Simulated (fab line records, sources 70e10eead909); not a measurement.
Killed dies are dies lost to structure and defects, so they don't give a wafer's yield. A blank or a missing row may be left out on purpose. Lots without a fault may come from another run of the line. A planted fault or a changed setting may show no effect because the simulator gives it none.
Which tool did it? | flow nand_harc | 14 lots, 40 wafers sampled, at 6 steps of a route of 1302

WHAT THE GAUGES READ, wafer by wafer
NHARC_A_DECK1_JOINT_INSPECT_05. Usual: raw_defect_count 331, standard deviation 140.
lot  | measured     | on                | raw_defect_count | flag
L243 | day 13 02:20 | defect_inspect-01 | 405 322 472      |
L245 | day 13 10:02 | defect_inspect-01 | 264 240 301      |
L246 | day 14 00:17 | defect_inspect-01 | 425 237 332      |
L247 | day 14 14:25 | defect_inspect-02 | 266 259 211      |
L248 | day 14 21:57 | defect_inspect-02 | 870 824 503      |
L249 | day 15 03:23 | defect_inspect-02 | 198 150 233      |
L250 | day 15 19:03 | defect_inspect-01 | 313 272 136      |
L251 | day 16 01:46 | defect_inspect-02 | 167 365 166      |
L252 | day 16 22:37 | defect_inspect-02 | 269 202 306      |
L253 | day 17 01:38 | defect_inspect-02 | 279 397 220      |
L255 | day 17 09:28 | defect_inspect-02 | 280 493 218      |
L257 | day 18 12:19 | defect_inspect-02 | 557 478 336      |
L260 | day 19 21:28 | defect_inspect-02 | 294 321          |
L264 | day 21 07:06 | defect_inspect-01 | 423 613          |

NHARC_A_ONON_D2_THK_MEAS_14: measures by ellipsometry. Usual: thk_nm 1004 nm, standard deviation 11.
lot  | measured     | on            | thk_nm (nm)    | flag
L243 | day 13 05:11 | film_metro-02 | 989 988 987    |
L245 | day 13 12:53 | film_metro-02 | 982 981 982    |
L246 | day 14 03:10 | film_metro-02 | 1001 1006 1003 |
L247 | day 14 17:16 | film_metro-02 | 1016 1016 1015 |
L248 | day 15 00:47 | film_metro-01 | 1010 1008 1009 |
L249 | day 15 06:14 | film_metro-01 | 993 994 993    |
L250 | day 15 21:53 | film_metro-02 | 1003 1004 1003 |
L251 | day 16 04:36 | film_metro-01 | 1003 1003 1003 |
L252 | day 17 01:28 | film_metro-01 | 1005 1003 1002 |
L253 | day 17 04:29 | film_metro-02 | 995 994 995    |
L255 | day 17 12:21 | film_metro-01 | 1018 1018 1018 |
L257 | day 18 15:10 | film_metro-01 | 993 992 993    |
L260 | day 20 00:22 | film_metro-01 | 656 1024       | OFF
L264 | day 21 09:58 | film_metro-02 | 647 1015       | OFF

NHARC_END_SORT_01. Usual: killed_at_array 56, standard deviation 19; killed_at_other 0.6, standard deviation 1; killed_at_periphery 3.9, standard deviation 2.7; killed_dies 61, standard deviation 19; killed_open 3.3, standard deviation 1.9; killed_short 2.4, standard deviation 1.7.
lot  | measured     | on        | killed_at_array | killed_at_other | killed_at_periphery | killed_dies | killed_open | killed_short | flag
L250 | day 27 15:38 | prober-02 | 26 27 35        | 0 0 0           | 8 6 2               | 34 33 37    | 2 2 5       | 3 0 4        |
L251 | day 28 06:38 | prober-01 | 33 25 32        | 0 0 3           | 2 2 2               | 35 27 37    | 4 3 4       | 3 1 1        |
L252 | day 28 18:31 | prober-02 | 71 87 65        | 2 1 2           | 3 2 2               | 76 90 69    | 2 6 2       | 4 5 0        |
L253 | day 29 12:00 | prober-01 | 38 36 41        | 0 0 0           | 4 4 3               | 42 40 44    | 2 6 5       | 0 3 2        |
L255 | day 29 12:01 | prober-02 | 71              | 0               | 0                   | 71          | 4           | 3            |
L264 | day 33 05:53 | prober-01 | 670 50          | 2 0             | 5 3                 | 677 53      | 3 5         | 0 2          | OFF

WHICH TOOL RAN EACH LOT (tool, then ch and the chambers of the sampled wafers, then the start)
lot  | NHARC_A_CHANNEL_FILL_D1_ETCHBACK_08           | NHARC_A_DECK1_JOINT_ETCHBACK_07  | NHARC_A_ONON_D2_DEP_12
L243 | rie_diel-13 ch 0,1,3, day 11 10:15 or earlier | rie_si-01 ch 0,3, day 11 10:15   | pecvd_onon-03 ch 0, day 13 04:40
L245 | rie_diel-13 ch 0,1,2, day 12 01:42 or earlier | rie_si-05 ch 0,2,3, day 12 01:42 | pecvd_onon-01 ch 0, day 13 12:26
L246 | rie_diel-03 ch 0,2, day 12 12:35 or earlier   | rie_si-05 ch 0,1, day 12 12:35   | pecvd_onon-03 ch 0, day 14 02:38
L247 | rie_diel-11 ch 0,2,3, day 12 22:12 or earlier | rie_si-01 ch 1,3, day 12 22:12   | pecvd_onon-04 ch 0, day 14 16:49
L248 | rie_diel-11 ch 0,1,2, day 13 09:59 or earlier | rie_si-01 ch 0,1,3, day 13 09:59 | pecvd_onon-04 ch 0, day 15 00:17
L249 | rie_diel-13 ch 1,2, day 13 16:52 or earlier   | rie_si-05 ch 1,2,3, day 13 16:52 | pecvd_onon-03 ch 0, day 15 05:44
L250 | rie_diel-11 ch 1,2,3, day 14 06:58 or earlier | rie_si-05 ch 2,3, day 14 06:58   | pecvd_onon-04 ch 0, day 15 21:29
L251 | rie_diel-03 ch 1,2,3, day 14 16:49 or earlier | rie_si-05 ch 1,2, day 14 16:49   | pecvd_onon-03 ch 0, day 16 04:13
L252 | rie_diel-13 ch 1,2,3, day 15 12:09 or earlier | rie_si-05 ch 0,2, day 15 12:09   | pecvd_onon-04 ch 0, day 17 00:58
L253 | rie_diel-03 ch 0,3, day 15 15:44 or earlier   | rie_si-06 ch 1,2, day 15 15:44   | pecvd_onon-04 ch 0, day 17 04:02
L255 | rie_diel-03 ch 0,1,3, day 15 21:40 or earlier | rie_si-01 ch 1,2,3, day 15 21:40 | pecvd_onon-01 ch 0, day 17 11:48
L257 | rie_diel-11 ch 2,3, day 17 00:40 or earlier   | rie_si-06 ch 2,3, day 17 00:40   | pecvd_onon-03 ch 0, day 18 14:42
L260 | rie_diel-03 ch 0,3, day 18 09:06 or earlier   | rie_si-05 ch 1,3, day 18 09:06   | pecvd_onon-03 ch 0, day 20 00:00
L264 | rie_diel-03 ch 0,3, day 20 00:13 or earlier   | rie_si-05 ch 2,3, day 20 00:13   | pecvd_onon-03 ch 0, day 21 09:37
- NHARC_A_CHANNEL_FILL_D1_ETCHBACK_08: etches the open film in C4F8, target depth 220 nm, time 110 s.
- NHARC_A_DECK1_JOINT_ETCHBACK_07: etches the open film in HBr, target depth 105 nm, time 26.9 s.
- NHARC_A_ONON_D2_DEP_12: target thk 1000 nm.

WHAT THE TOOLS THEMSELVES READ (means of the sampled wafers that have a number; where no wafer has one, the mark that the record gives instead)
NHARC_A_CHANNEL_FILL_D1_ETCHBACK_08. Usual: oes_product_au 0.95 a.u., standard deviation 0.039; rf_vpp_V 441.7 V, standard deviation 2.2.
lot  | tool        | oes_product_au (a.u.) | rf_vpp_V (V) | flag
L243 | rie_diel-13 | 1.00                  | 440.4        |
L245 | rie_diel-13 | 1.00                  | 441.1        |
L246 | rie_diel-03 | 0.92                  | 443.7        |
L247 | rie_diel-11 | 1.00                  | 440.8        |
L248 | rie_diel-11 | 0.93                  | 441.7        |
L249 | rie_diel-13 | 0.93                  | 442.4        |
L250 | rie_diel-11 | 1.00                  | 443.2        |
L251 | rie_diel-03 | 0.93                  | 441.0        |
L252 | rie_diel-13 | 0.92                  | 442.3        |
L253 | rie_diel-03 | 0.99                  | 442.6        |
L255 | rie_diel-03 | 0.99                  | 441.9        |
L257 | rie_diel-11 | 0.94                  | 442.4        |
L260 | rie_diel-03 | 0.92                  | 442.6        |
L264 | rie_diel-03 | 0.92                  | 442.1        |

NHARC_A_DECK1_JOINT_ETCHBACK_07. Usual: drypump_motor_current_A 5.5 A, standard deviation 0.5; oes_product_au 1.005 a.u., standard deviation 0.011; throttle_valve_pct 23.266 %, standard deviation 0.0085.
lot  | tool      | drypump_motor_current_A (A) | oes_product_au (a.u.) | throttle_valve_pct (%) | flag
L243 | rie_si-01 | 5.6                         | 1.002                 | 23.263                 |
L245 | rie_si-05 | 5.4                         | 1.004                 | 23.262                 |
L246 | rie_si-05 | 5.9                         | 1.001                 | 23.272                 |
L247 | rie_si-01 | 5.3                         | 1.008                 | 23.261                 |
L248 | rie_si-01 | 5.5                         | 0.999                 | 23.261                 |
L249 | rie_si-05 | 5.7                         | 0.996                 | 23.260                 |
L250 | rie_si-05 | 5.4                         | 1.004                 | 23.261                 |
L251 | rie_si-05 | 5.9                         | 1.008                 | 23.261                 |
L252 | rie_si-05 | 5.4                         | 1.013                 | 23.268                 |
L253 | rie_si-06 | 6.1                         | 1.014                 | 23.264                 |
L255 | rie_si-01 | 5.3                         | 0.999                 | 23.273                 |
L257 | rie_si-06 | 5.0                         | 1.021                 | 23.267                 |
L260 | rie_si-05 | 5.7                         | 1.018                 | 23.262                 |
L264 | rie_si-05 | 5.5                         | 1.011                 | 23.268                 |

THE ANSWER, worked out from the rows above alone
Rule: a lot is off if the mean of its wafers that have a number lies more than 3 standard deviations from the usual mean. A lot without any number at a reading at which 4 lots or more have one is off too. The other lots that the step has rows for count as sound. The gauges are gone through in route order, then the tools' own readings, and for those a lot's mean is taken as printed above. The first step at which some lot is off is used, and at that step the reading that is off furthest; a lot without a number counts as furthest.
Off: L260, L264, at NHARC_A_ONON_D2_THK_MEAS_14 (thk_nm).
A tool fits if, at a process step before that reading, it ran every lot that is off, and no sound lot after the first of them. The gauges at NHARC_A_ONON_D2_THK_MEAS_14 are tried like those tools. NHARC_A_CHANNEL_FILL_D1_ETCHBACK_08 gives no start for some lots, so the hours and the order of its lots are those of NHARC_A_DECK1_JOINT_ETCHBACK_07. Can't be told from this: 3 tools fit, rie_diel-03 at NHARC_A_CHANNEL_FILL_D1_ETCHBACK_08, rie_si-05 at NHARC_A_DECK1_JOINT_ETCHBACK_07, pecvd_onon-03 at NHARC_A_ONON_D2_DEP_12.

WHAT THE SIMULATOR HAD PUT IN
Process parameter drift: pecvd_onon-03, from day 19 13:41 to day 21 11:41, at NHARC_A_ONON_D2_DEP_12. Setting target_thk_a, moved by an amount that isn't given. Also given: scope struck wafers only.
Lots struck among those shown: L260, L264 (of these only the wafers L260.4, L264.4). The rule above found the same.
